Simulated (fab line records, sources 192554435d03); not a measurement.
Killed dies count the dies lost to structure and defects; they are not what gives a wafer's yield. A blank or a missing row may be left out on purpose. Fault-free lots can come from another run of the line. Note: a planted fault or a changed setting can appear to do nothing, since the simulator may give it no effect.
Tool commonality check | flow n5 finfet | Lots sampled 10, wafers sampled 30

REASON FOR OPENING
At N5_BEOL_M7_CD_MEAS_28 the reading cd nm is flagged on 2 of 10 lots. No-fault wafers: 39.97 nm, standard deviation 0.21.
Rule: flag the lot when none of its wafers has a number, or when each of its wafers that has one lies beyond 4 standard deviations from that mean. The rest of the lots are taken to be sound.

lot  | measured     | on        | cd nm (nm), wafer by wafer | flag
L670 | day 9 18:02  | cd sem-03 | 40.11 39.61 40.37          |
L671 | day 9 19:02  | cd sem-03 | 39.70 40.14 39.76          |
L674 | day 10 00:49 | cd sem-03 | 40.14 40.16 39.70          |
L675 | day 10 13:34 | cd sem-01 | 40.08 40.19 40.01          |
L678 | day 11 08:38 | cd sem-03 | 39.98 39.90 39.74          |
L685 | day 13 03:32 | cd sem-01 | 42.29 42.64 42.41          | FLAGGED
L686 | day 13 03:56 | cd sem-02 | 42.30 42.03 41.83          | FLAGGED
L689 | day 14 13:35 | cd sem-02 | 39.67 39.89 39.66          |
L691 | day 14 19:56 | cd sem-03 | 40.09 40.27 40.23          |
L692 | day 15 05:37 | cd sem-01 | 39.80 39.61 39.94          |
The mean of the flagged lots' numbers is 42.25 nm, +2.28 nm from the usual (+11 standard deviations).

TOOL THAT RAN EACH LOT
2 process steps preceding the reading are held in the record, out of 1938 steps in the route. In each cell: the tool, then ch and the chambers that the sampled wafers went through, then the start.
lot  | flag    | N5_BEOL_M7_HM_DEP_02         | N5_BEOL_M7_EXPOSE_25
L670 |         | pvd sputter-01, day 9 16:34  | euv scanner-01 ch 0, day 9 17:55
L671 |         | pvd sputter-01, day 9 17:25  | euv scanner-02 ch 0, day 9 18:55
L674 |         | pvd sputter-01, day 9 21:55  | euv scanner-01 ch 0, day 10 00:41
L675 |         | pvd sputter-02, day 10 12:00 | euv scanner-01 ch 0, day 10 13:27
L678 |         | pvd sputter-03, day 11 05:28 | euv scanner-02 ch 0, day 11 08:29
L685 | FLAGGED | pvd sputter-01, day 13 00:14 | euv scanner-01 ch 0, day 13 03:25
L686 | FLAGGED | pvd sputter-01, day 13 00:56 | euv scanner-01 ch 0, day 13 03:49
L689 |         | pvd sputter-02, day 14 08:47 | euv scanner-02 ch 0, day 14 13:28
L691 |         | pvd sputter-01, day 14 18:23 | euv scanner-02 ch 0, day 14 19:48
L692 |         | pvd sputter-01, day 15 03:38 | euv scanner-02 ch 0, day 15 05:29
What is done by these steps:
- N5_BEOL_M7_HM_DEP_02: deposits TiN, target thk 20 nm.
- N5_BEOL_M7_EXPOSE_25: exposes mask V6, target cd 40 nm.
- N5_BEOL_M7_CD_MEAS_28: target cd 40 nm.

FLAGGED AGAINST TOTAL, ONE TOOL AT A TIME (gauges that did the reading follow at the end)
step                  | tool           | lots run | flagged | share of the flagged lots | sound lots run after its first flagged lot
N5_BEOL_M7_HM_DEP_02  | pvd sputter-01 | 7        | 2       | all                       | 2 (L691,L692)
N5_BEOL_M7_HM_DEP_02  | pvd sputter-02 | 2        | 0       | none                      | -
N5_BEOL_M7_HM_DEP_02  | pvd sputter-03 | 1        | 0       | none                      | -
N5_BEOL_M7_EXPOSE_25  | euv scanner-01 | 5        | 2       | all                       | 0
N5_BEOL_M7_EXPOSE_25  | euv scanner-02 | 5        | 0       | none                      | -
N5_BEOL_M7_CD_MEAS_28 | cd sem-01      | 3        | 1       | some                      | 1 (L692)
N5_BEOL_M7_CD_MEAS_28 | cd sem-02      | 2        | 1       | some                      | 1 (L689)
N5_BEOL_M7_CD_MEAS_28 | cd sem-03      | 5        | 0       | none                      | -

WHAT THE TABLE PERMITS
Table rows that saw every flagged lot: 2, namely pvd sputter-01 at N5_BEOL_M7_HM_DEP_02 and euv scanner-01 at N5_BEOL_M7_EXPOSE_25.
- pvd sputter-01 at N5_BEOL_M7_HM_DEP_02 ran 7 lots, 2 of them flagged. Lots that were sound ran on it after the first flagged one (L691, L692); a persistent fault on the entire tool would not allow that.
- euv scanner-01 at N5_BEOL_M7_EXPOSE_25 ran 5 lots, 2 of them flagged. It ran its last sound lot, L675, at day 10 13:27 and its first flagged lot, L685, at day 13 03:25: a fault with its onset between the two fits. Its own readings (exposure dose mJ cm2) fall more than 4 standard deviations out on all wafers of the flagged lots.
euv scanner-01 at N5_BEOL_M7_EXPOSE_25 is the single tool remaining.

WHAT THE SIMULATOR HAD INSERTED
Process parameter drift: euv scanner-01, from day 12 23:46 on, at N5_BEOL_M7_EXPOSE_25. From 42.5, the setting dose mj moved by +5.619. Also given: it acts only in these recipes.
Lots struck among those shown: L685, L686. This agrees with what the rule above found.
